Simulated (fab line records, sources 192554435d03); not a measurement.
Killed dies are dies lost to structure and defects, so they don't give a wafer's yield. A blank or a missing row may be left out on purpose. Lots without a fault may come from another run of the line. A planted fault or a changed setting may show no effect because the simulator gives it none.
Chamber matching | flow n5_finfet | N5_BEOL_M0_SAQP_ETCH_84 on rie_diel-06: 4 sister chambers
The step etches SOC in N2/H2, target depth 100 nm, overetch 20 nm, time 150 s. 4 wafers are shown with their chamber, then 7 later ones without.

WAFERS WITH THEIR CHAMBER
wafer  | chamber | showerhead_plenum_p_Torr (Torr)
L076.4 | 1       | 2.50
L079.2 | 2       | 2.62
L082.1 | 3       | 2.43
L082.4 | 0       | 2.39

WAFERS WITHOUT THEIR CHAMBER
wafer  | showerhead_plenum_p_Torr (Torr)
L082.6 | 2.39
L086.3 | 2.49
L086.4 | 2.43
L086.6 | 2.39
L089.2 | 2.49
L089.4 | 2.61
L089.5 | 2.39

WHICH CHAMBER EACH WENT THROUGH
wafer  | from the rows above | in truth
L082.6 | 0                   | 0
L086.3 | 1                   | 1
L086.4 | 3                   | 3
L086.6 | 0                   | 0
L089.2 | 1                   | 1
L089.4 | 2                   | 2
L089.5 | 0                   | 0
Placed correctly: 7 of 7. Can't be placed from these rows: 0. Placed wrongly: 0.
How it was worked out, from the rows above alone: a wafer's distance from a chamber is the root of the sum, over the readings, of the square of ((its reading less the chamber's mean) divided by the reading's scatter). The wafer belongs to the nearest chamber; if the next one is less than 2 further off, it can't be placed. A chamber's mean is the mean of its shown wafers. The scatter: with one shown wafer a chamber, the root of the mean of the squares of how far each hidden wafer lies from its nearest shown one.
